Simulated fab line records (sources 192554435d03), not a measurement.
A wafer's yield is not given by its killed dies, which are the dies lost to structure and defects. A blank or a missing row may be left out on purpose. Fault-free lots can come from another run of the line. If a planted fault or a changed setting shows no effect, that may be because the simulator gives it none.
Split-lot experiment | flow n5_finfet | 7 lots, 21 wafers read, on a route of 1938 steps

ABOUT THE SPLIT
At N5_BEOL_M7_TRENCH_ETCH_37 (etches SiCOH lowk in C4F6/O2, target depth 93.478 nm, time 31.2 s), the setting source_w was moved away from the recipe's 345 W on 6 of the 21 wafers read, by -16.3% to +8.4%. All remaining wafers had this setting at the recipe value.

FROM THE SPLIT TO THE READING: what the file shows between them, 12 steps
- N5_BEOL_M7_ETCH_41: etches SiCN in CH3F/O2, target depth 31.9 nm, time 57.8 s
- N5_BEOL_M7_STRIP_80: strips in N2/H2, time 10 s
- N5_BEOL_M7_OCD_MEAS_38
- N5_BEOL_M7_HM_STRIP_39: strips TiN in peroxide tin strip, target depth 25 nm, time 158 s
- N5_BEOL_M7_SRD_40: time 30 s
- N5_BEOL_M7_PRECLEAN_42: cleans in residue remover, time 60 s
- N5_BEOL_M7_ECD_50: material Cu, target thk 300 nm
- N5_BEOL_M7_ANNEAL_51: time 90 s
- N5_BEOL_M7_CMP_52: polishes, stops on SiCOH lowk, t overpolish 6.9 s, target thk 80 nm
- N5_BEOL_M7_THK_MEAS_53: measures by xrf
- N5_BEOL_M7_PRE_CLEAN_55: time 15 s
- N5_BEOL_M7_DEP_56: deposits SiCN from 3MS/NH3, target thk 10 nm, time 17.5 s

THE READING
M7_RS in ohm/sq, measured at N5_BEOL_M7_RS_MEAS_57 by four-point-probe. A value of 0.288 ohm/sq with a standard deviation of 0.0075 ohm/sq is what fault-free wafers of this fab line usually give.

wafer  | tool, chamber at the split | source_w as run, W | against the recipe | M7_RS, ohm/sq | against lot-mates on the recipe
L075.4 | rie_diel-05, 1             | 345                | recipe             | 0.284         | -
L075.5 | rie_diel-05, 2             | 345                | recipe             | 0.286         | -
L075.6 | rie_diel-05, 1             | 345                | recipe             | 0.286         | -
L079.2 | rie_diel-02, 0             | 345                | recipe             | 0.290         | -
L079.3 | rie_diel-02, 3             | 345                | recipe             | 0.284         | -
L079.4 | rie_diel-02, 1             | 345                | recipe             | 0.301         | -
L083.3 | rie_diel-06, 2             | 374                | +8.4%              | 0.282         | -0.013
L083.5 | rie_diel-06, 3             | 374                | +8.4%              | 0.275         | -0.020
L083.6 | rie_diel-06, 2             | 345                | recipe             | 0.295         | -
L082.1 | rie_diel-02, 3             | 345                | recipe             | 0.281         | -
L082.3 | rie_diel-02, 0             | 288.8              | -16.3%             | 0.314         | +0.033
L082.4 | rie_diel-02, 2             | 288.8              | -16.3%             | 0.317         | +0.036
L086.1 | rie_diel-06, 0             | 345                | recipe             | 0.283         | -
L086.3 | rie_diel-06, 2             | 345                | recipe             | 0.288         | -
L086.5 | rie_diel-06, 3             | 345                | recipe             | 0.275         | -
L092.1 | rie_diel-05, 2             | 345                | recipe             | 0.297         | -
L092.3 | rie_diel-05, 3             | 345                | recipe             | 0.291         | -
L092.4 | rie_diel-05, 0             | 345                | recipe             | 0.294         | -
L094.1 | rie_diel-05, 0             | 373.1              | +8.1%              | 0.271         | -0.019
L094.4 | rie_diel-05, 3             | 373.1              | +8.1%              | 0.277         | -0.013
L094.6 | rie_diel-05, 0             | 345                | recipe             | 0.290         | -

THE FIT
A straight line over all 21 wafers: M7_RS changes by -0.0016 ohm/sq for each +1% of source_w; r = -0.86; the points scatter about the line by 0.0061 ohm/sq.
The same after taking each lot's own level away (the mean of its wafers on the recipe; 21 wafers): -0.00207 ohm/sq for each +1%; r = -0.96; scatter 0.004 ohm/sq.
That fit puts the effect of the largest move of source_w on the reading at 0.034 ohm/sq.
Across the lots, their own levels run from 0.2810 to 0.2950 ohm/sq, a range of 1.9 times the standard deviation given above.
So the lot-to-lot level changes the slope: the two fits differ.
Check: for one of the wafers moved furthest among these (-16.3%), held out of the fit, the line's prediction against its lot-mates is +0.0344 ohm/sq. It came out at +0.033 ohm/sq against them.
Tool readings at the split's step, against how far the setting was moved: rf_vpp_V r = -0.98.

THE WHOLE CHAIN: every reading that the file lists as answering this split, in the file's order
step                      | what it does                                                        | reading                                                                      | change (the file's fit)               | r (the file's)
N5_BEOL_M7_TRENCH_ETCH_37 | etches SiCOH lowk in C4F6/O2, target depth 93.478 nm, time 31.2 s   | rf_vpp_V                                                                     | -3.51 V for each +1% of the setting   | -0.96
N5_BEOL_M7_TRENCH_ETCH_37 | etches SiCOH lowk in C4F6/O2, target depth 93.478 nm, time 31.2 s   | BEOL_M7.feature_depth_nm (the simulator's own value, which no gauge read)    | +0.454 nm for each +1% of the setting | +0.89
N5_BEOL_M7_TRENCH_ETCH_37 | etches SiCOH lowk in C4F6/O2, target depth 93.478 nm, time 31.2 s   | etch.depth_nm (the simulator's own value, which no gauge read)               | +0.452 nm for each +1% of the setting | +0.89
N5_BEOL_M7_OCD_MEAS_38    |                                                                     | trench_depth_nm                                                              | +0.458 nm for each +1% of the setting | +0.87
N5_BEOL_M7_CMP_52         | polishes, stops on SiCOH lowk, t overpolish 6.9 s, target thk 80 nm | Cu_of_BEOL_M7_ECD_50.thk_nm (the simulator's own value, which no gauge read) | +0.47 nm for each +1% of the setting  | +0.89
N5_BEOL_M7_THK_MEAS_53    | measures by xrf                                                     | M7_THK                                                                       | +0.496 for each +1% of the setting    | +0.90
N5_BEOL_M7_RS_MEAS_57     | measures by four-point-probe                                        | M7_RS                                                                        | -0.00207 for each +1% of the setting  | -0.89

THE FILE'S OWN FIT
M7_RS changes by -0.00207 ohm/sq for each +1% of source_w, r = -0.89.
